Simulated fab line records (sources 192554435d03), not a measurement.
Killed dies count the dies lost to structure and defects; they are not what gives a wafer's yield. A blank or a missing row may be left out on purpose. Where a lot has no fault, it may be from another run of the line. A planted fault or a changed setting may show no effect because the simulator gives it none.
Struck lot and sound lot, side by side | flow n5 finfet | 28 steps out of a route of 1938
Sound: wafers L194.2, L194.3, L194.5. Struck: wafer L201.3 (L201.1, L201.6, from the same lot, were not struck and are left out); the cause is given at the end.
Order at every step that has rows: each side's tool, ch and its chambers, its first start. Under that, the readings that differ: sound wafers | struck wafers | difference of the means | sigmas: that difference in standard deviations of wafers without a fault.
alike: readings with means less than 2 such deviations apart, plus words and numbers identical on both sides. not compared: withheld readings, readings lacking a value on some wafer, bounds such as >300 that could conceal the same value, and numbers that have no deviation in the record and whose values overlap.
Wherever a step has rows on one side only, a row that says differs or no value, or a row with sigmas, the two part there. When numbers do not overlap yet have no deviation, they are printed without sigmas and do not part them. A reading that every wafer of one side lacks parts them only if that side has two wafers or more.

first, 12 steps without rows for these wafers: N5_MOL_CONTACT_COAG_ETCH_89 (etches underlayer in N2/H2, target depth 13 nm, time 10.4 s); N5_MOL_CONTACT_COAG_ETCH_90 (etches SiARC in CF4, target depth 13 nm, time 21.7 s); N5_MOL_CONTACT_COAG_ALD_131 (deposits SiO2, target thk 5 nm, pulse time 1 s, co reactant pulse time 1 s); N5_MOL_CONTACT_COAG_ETCHBACK_132 (etches SiO2 in CHF3, target depth 10 nm, time 6.7 s); N5_MOL_CONTACT_COAG_ETCH_91 (etches SOC in N2/H2, target depth 60 nm, overetch 21 nm, time 101.2 s); N5_MOL_CONTACT_COAG_STRIP_92 (strips in N2/H2); N5_MOL_CONTACT_COAG_STRIP_93 (strips in N2/H2); N5_MOL_CONTACT_COAG_ETCHBACK_135 (etches SiO2 in CHF3, target depth 25 nm, time 16.7 s); N5_MOL_CONTACT_COAG_STRIP_118 (strips in CHF3); N5_MOL_CONTACT_COAG_VIA_ETCH_46 (etches SiO2 in C4F6/O2, target depth 46 nm, overetch 9.2 nm, time 40 s); N5_MOL_CONTACT_COAG_STRIP_96 (strips in N2/H2); N5_MOL_CONTACT_COAG_ETCH_47 (etches SiNx in CH3F/O2, stops on W, target depth 27 nm).
N5_MOL_CONTACT_COAG_STRIP_119: strips in N2/H2, time 30 s.
  sound on plasma asher-02 ch 0,1, day 8 22:32; struck on plasma asher-01 ch 1, day 10 16:24
  alike: drypump motor current A, heater power w
  not compared: rf hours counter h
then, 11 steps without rows for these wafers: N5_MOL_CONTACT_COAG_PRECLEAN_144 (cleans in alkaline clean, time 60 s); N5_MOL_CONTACT_COAG_SRD_145 (time 30 s); N5_MOL_CONTACT_COAG_COAT_62 (time 60 s, resist thk 60 nm); N5_MOL_CONTACT_COAG_COAT_63 (time 60 s, resist thk 10 nm); N5_MOL_CONTACT_COAG_COAT_64 (time 60 s, resist thk 10 nm); N5_MOL_CONTACT_COAG_COAT_34 (resist thk 40 nm); N5_MOL_CONTACT_COAG_EBR_36; N5_MOL_CONTACT_COAG_SOFTBAKE_35 (time 60 s); N5_MOL_CONTACT_COAG_EXPOSE_37 (exposes mask VD, defocus 0 nm); N5_MOL_CONTACT_COAG_PEB_38 (peb time 60 s); N5_MOL_CONTACT_COAG_DEVELOP_39 (develop time 30 s).
N5_MOL_CONTACT_COAG_INSPECT_42: inspects for defects (brightfield).
  sound on defect inspect-01 at day 8 23:13; struck on defect inspect-01 at day 10 17:05
  reading          | sound       | struck | difference | sigmas
  raw defect count | 312 267 282 | 824    | +537       | +10
then, 1 step without rows for these wafers: N5_MOL_CONTACT_COAG_DESCUM_45 (chemistry O2, time 7 s).
-- record jumps: 3 days separate the struck wafers' starts on either side; left off in module MOL_CONTACT_COAG, taken up again in module BEOL_M4, whose first shown step is the route's number 1111 --
N5_BEOL_M4_RC_MEAS_101:
  sound on prober-01 ch 0, day 12 03:19; struck on prober-02 ch 0, day 13 12:14
  reading       | sound       | struck | difference | sigmas
  ION_N (uA/um) | 683 680 700 | 652    | -36        | -3
  ION_P (uA/um) | 469 463 482 | 452    | -19        | -2
  alike: DIBL_N, DIBL_P, IOFF_N, IOFF_P, SS_N, SS_P, VT_N, VT_P
-- record jumps: 4 days separate the struck wafers' starts on either side; left off in module BEOL_M4, taken up again in module PASSIVATION, whose first shown step is the route's number 1936 --
N5_PASSIVATION_PROBE_49:
  rows exist in the record for the struck wafers here (prober-02, day 17 17:11), but not for the sound ones

WHERE THEY PART
Earliest at N5_MOL_CONTACT_COAG_INSPECT_42; latest, in this record, at N5_PASSIVATION_PROBE_49.

WHY: what the simulator had put in
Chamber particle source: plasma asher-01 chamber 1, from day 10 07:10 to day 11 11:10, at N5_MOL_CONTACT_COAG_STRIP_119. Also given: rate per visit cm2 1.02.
